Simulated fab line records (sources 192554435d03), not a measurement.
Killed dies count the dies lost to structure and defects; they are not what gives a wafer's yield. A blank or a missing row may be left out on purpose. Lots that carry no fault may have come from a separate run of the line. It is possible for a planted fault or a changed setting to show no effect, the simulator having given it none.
Matching of chambers / flow n5-finfet / N5_BEOL_M10_DESCUM_33 on rie-diel-02: 4 sister chambers
The step chemistry O2, time 7.9 s. 4 wafers are shown with their chamber, then 10 later ones without.

## EACH WAFER AND ITS CHAMBER
wafer=L078.5; chamber=3; throttle-valve-pct (%)=20.36
wafer=L089.2; chamber=0; throttle-valve-pct (%)=20.54
wafer=L092.3; chamber=2; throttle-valve-pct (%)=20.87
wafer=L092.4; chamber=1; throttle-valve-pct (%)=20.36

## WAFERS WITH NO CHAMBER GIVEN
wafer=L092.6; throttle-valve-pct (%)=20.53
wafer=L093.1; throttle-valve-pct (%)=20.89
wafer=L093.3; throttle-valve-pct (%)=20.41
wafer=L093.4; throttle-valve-pct (%)=20.54
wafer=L094.1; throttle-valve-pct (%)=20.54
wafer=L094.5; throttle-valve-pct (%)=20.89
wafer=L094.6; throttle-valve-pct (%)=20.35
wafer=L096.1; throttle-valve-pct (%)=20.57
wafer=L096.2; throttle-valve-pct (%)=20.37
wafer=L096.3; throttle-valve-pct (%)=20.88

## WHICH CHAMBER EACH WENT THROUGH
wafer=L092.6; from the rows above=0; in truth=0
wafer=L093.1; from the rows above=2; in truth=2
wafer=L093.3; from the rows above=can't be placed: 1 or 3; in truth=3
wafer=L093.4; from the rows above=0; in truth=0
wafer=L094.1; from the rows above=0; in truth=0
wafer=L094.5; from the rows above=2; in truth=2
wafer=L094.6; from the rows above=can't be placed: 1 or 3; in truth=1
wafer=L096.1; from the rows above=0; in truth=0
wafer=L096.2; from the rows above=can't be placed: 1 or 3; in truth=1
wafer=L096.3; from the rows above=2; in truth=2
7 of 10 placed correctly. These rows do not allow placing 3 (true chamber among the candidates in 3). 0 placed wrongly.
How it was worked out, from the rows above alone: a wafer's distance from a chamber is the root of the sum, over the readings, of the square of ((its reading less the chamber's mean) divided by the reading's scatter). The wafer belongs to the nearest chamber; if the next one is less than 2 further off, it can't be placed. The mean given for a chamber averages the wafers shown for that chamber. The scatter (one wafer shown for each chamber): square how far every hidden wafer sits from the nearest shown wafer, average those squares and take the square root.
